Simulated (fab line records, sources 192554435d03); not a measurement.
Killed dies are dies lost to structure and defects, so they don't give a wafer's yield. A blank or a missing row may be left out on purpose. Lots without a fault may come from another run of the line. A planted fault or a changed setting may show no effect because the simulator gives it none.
Chamber matching | flow n5_finfet | N5_HKMG_FIN_ETCH_54 on rie_diel-06: 4 sister chambers
The step etches SiARC in CF4, target depth 45.5 nm, time 75.8 s. 8 wafers are shown with their chamber, then 12 later ones without.

WAFERS WITH THEIR CHAMBER
wafer  | chamber | showerhead_plenum_p_Torr (Torr) | throttle_valve_pct (%)
L088.1 | 2       | 2.29                            | 15.48
L088.3 | 0       | 2.11                            | 16.05
L089.4 | 2       | 2.28                            | 15.48
L089.5 | 0       | 2.11                            | 16.06
L089.6 | 3       | 2.16                            | 15.56
L090.1 | 3       | 2.16                            | 15.57
L090.2 | 1       | 2.12                            | 15.79
L090.5 | 1       | 2.12                            | 15.79

WAFERS WITHOUT THEIR CHAMBER
wafer  | showerhead_plenum_p_Torr (Torr) | throttle_valve_pct (%)
L091.2 | 2.28                            | 15.48
L091.3 | 2.11                            | 15.79
L091.4 | 2.16                            | 15.57
L093.2 | 2.11                            | 16.07
L093.4 | 2.11                            | 15.80
L093.5 | 2.28                            | 15.51
L094.1 | 2.15                            | 15.59
L094.4 | 2.11                            | 15.80
L094.6 | 2.11                            | 15.81
L095.1 | 2.15                            | 15.59
L095.3 | 2.11                            | 15.80
L095.4 | 2.10                            | 16.06

WHICH CHAMBER EACH WENT THROUGH
wafer  | from the rows above | in truth
L091.2 | 2                   | 2
L091.3 | 1                   | 1
L091.4 | 3                   | 3
L093.2 | 0                   | 0
L093.4 | 1                   | 1
L093.5 | 2                   | 2
L094.1 | 3                   | 3
L094.4 | 1                   | 1
L094.6 | 1                   | 1
L095.1 | 3                   | 3
L095.3 | 1                   | 1
L095.4 | 0                   | 0
Placed correctly: 12 of 12. Can't be placed from these rows: 0. Placed wrongly: 0.
How it was worked out, from the rows above alone: a wafer's distance from a chamber is the root of the sum, over the readings, of the square of ((its reading less the chamber's mean) divided by the reading's scatter). The wafer belongs to the nearest chamber; if the next one is less than 2 further off, it can't be placed. A chamber's mean is the mean of its shown wafers. The scatter: the root of (the sum of the squares of (reading less its chamber's mean) over the shown wafers, divided by (wafers less chambers)).
